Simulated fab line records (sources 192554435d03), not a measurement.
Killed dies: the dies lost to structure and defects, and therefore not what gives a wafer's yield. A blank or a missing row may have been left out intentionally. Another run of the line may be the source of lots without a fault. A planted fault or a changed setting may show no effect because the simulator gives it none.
Chamber matching / flow n5_finfet / N5_BEOL_M0_CUTY_ETCH_62 on rie_diel-01: 4 sister chambers
The step etches SiARC in CF4, time 58.5 s. 18 wafers are shown with their chamber, then 9 later ones without.

== EACH WAFER AND ITS CHAMBER ==
wafer=L074.2; chamber=3; drypump_motor_current_A (A)=6.2; showerhead_plenum_p_Torr (Torr)=2.27; oes_product_au (a.u.)=0.77
wafer=L074.3; chamber=0; drypump_motor_current_A (A)=6.2; showerhead_plenum_p_Torr (Torr)=2.19; oes_product_au (a.u.)=0.59
wafer=L074.6; chamber=2; drypump_motor_current_A (A)=5.6; showerhead_plenum_p_Torr (Torr)=2.14; oes_product_au (a.u.)=0.67
wafer=L078.1; chamber=3; drypump_motor_current_A (A)=6.2; showerhead_plenum_p_Torr (Torr)=2.27; oes_product_au (a.u.)=0.75
wafer=L078.2; chamber=0; drypump_motor_current_A (A)=6.2; showerhead_plenum_p_Torr (Torr)=2.19; oes_product_au (a.u.)=0.59
wafer=L078.5; chamber=0; drypump_motor_current_A (A)=6.2; showerhead_plenum_p_Torr (Torr)=2.19; oes_product_au (a.u.)=0.59
wafer=L080.1; chamber=1; drypump_motor_current_A (A)=5.9; showerhead_plenum_p_Torr (Torr)=2.10; oes_product_au (a.u.)=0.79
wafer=L080.3; chamber=3; drypump_motor_current_A (A)=6.1; showerhead_plenum_p_Torr (Torr)=2.26; oes_product_au (a.u.)=0.75
wafer=L080.5; chamber=1; drypump_motor_current_A (A)=5.9; showerhead_plenum_p_Torr (Torr)=2.10; oes_product_au (a.u.)=0.78
wafer=L081.2; chamber=2; drypump_motor_current_A (A)=5.6; showerhead_plenum_p_Torr (Torr)=2.14; oes_product_au (a.u.)=0.66
wafer=L081.3; chamber=3; drypump_motor_current_A (A)=6.2; showerhead_plenum_p_Torr (Torr)=2.26; oes_product_au (a.u.)=0.75
wafer=L081.6; chamber=1; drypump_motor_current_A (A)=5.9; showerhead_plenum_p_Torr (Torr)=2.09; oes_product_au (a.u.)=0.77
wafer=L082.3; chamber=3; drypump_motor_current_A (A)=6.2; showerhead_plenum_p_Torr (Torr)=2.26; oes_product_au (a.u.)=0.75
wafer=L082.4; chamber=3; drypump_motor_current_A (A)=6.2; showerhead_plenum_p_Torr (Torr)=2.26; oes_product_au (a.u.)=0.74
wafer=L082.5; chamber=2; drypump_motor_current_A (A)=5.6; showerhead_plenum_p_Torr (Torr)=2.13; oes_product_au (a.u.)=0.66
wafer=L086.1; chamber=3; drypump_motor_current_A (A)=6.2; showerhead_plenum_p_Torr (Torr)=2.26; oes_product_au (a.u.)=0.73
wafer=L086.3; chamber=2; drypump_motor_current_A (A)=5.6; showerhead_plenum_p_Torr (Torr)=2.13; oes_product_au (a.u.)=0.65
wafer=L086.5; chamber=0; drypump_motor_current_A (A)=6.2; showerhead_plenum_p_Torr (Torr)=2.19; oes_product_au (a.u.)=0.82

SIGNATURES (averages over the wafers above)
reading=drypump_motor_current_A; chamber 0=6.200; chamber 1=5.900; chamber 2=5.600; chamber 3=6.186; scatter within a chamber=0.0247
reading=showerhead_plenum_p_Torr; chamber 0=2.1900; chamber 1=2.0967; chamber 2=2.1350; chamber 3=2.2629; scatter within a chamber=0.0047
reading=oes_product_au; chamber 0=0.6475; chamber 1=0.7800; chamber 2=0.6600; chamber 3=0.7486; scatter within a chamber=0.0541
Rule: for each reading, subtract the chamber's mean from the wafer's reading, divide by that reading's scatter and square the result; add these up over the readings and take the root, which gives the wafer's distance from the chamber. The wafer belongs to the nearest chamber; if the next one is less than 2 further off, it can't be placed. The scatter: the root of (the sum of the squares of (reading less its chamber's mean) over the shown wafers, divided by (wafers less chambers)).

== WAFERS WITH NO CHAMBER GIVEN ==
wafer=L089.1; drypump_motor_current_A (A)=6.2; showerhead_plenum_p_Torr (Torr)=2.26; oes_product_au (a.u.)=0.71
wafer=L089.5; drypump_motor_current_A (A)=5.5; showerhead_plenum_p_Torr (Torr)=2.13; oes_product_au (a.u.)=0.64
wafer=L089.6; drypump_motor_current_A (A)=5.9; showerhead_plenum_p_Torr (Torr)=2.09; oes_product_au (a.u.)=0.74
wafer=L090.3; drypump_motor_current_A (A)=5.9; showerhead_plenum_p_Torr (Torr)=2.09; oes_product_au (a.u.)=0.75
wafer=L090.5; drypump_motor_current_A (A)=5.6; showerhead_plenum_p_Torr (Torr)=2.13; oes_product_au (a.u.)=0.64
wafer=L090.6; drypump_motor_current_A (A)=6.2; showerhead_plenum_p_Torr (Torr)=2.25; oes_product_au (a.u.)=0.72
wafer=L091.1; drypump_motor_current_A (A)=5.9; showerhead_plenum_p_Torr (Torr)=2.09; oes_product_au (a.u.)=0.75
wafer=L091.4; drypump_motor_current_A (A)=6.2; showerhead_plenum_p_Torr (Torr)=2.25; oes_product_au (a.u.)=0.72
wafer=L091.5; drypump_motor_current_A (A)=6.3; showerhead_plenum_p_Torr (Torr)=2.18; oes_product_au (a.u.)=0.79

== WHICH CHAMBER EACH ONE RAN IN ==
wafer=L089.1; from the rows above=3; in truth=3
wafer=L089.5; from the rows above=2; in truth=2
wafer=L089.6; from the rows above=1; in truth=1
wafer=L090.3; from the rows above=1; in truth=1
wafer=L090.5; from the rows above=2; in truth=2
wafer=L090.6; from the rows above=3; in truth=3
wafer=L091.1; from the rows above=1; in truth=1
wafer=L091.4; from the rows above=3; in truth=3
wafer=L091.5; from the rows above=0; in truth=0
Correct placement for 9 of the 9. Left unplaced by these rows: 0. Placed wrongly: 0.
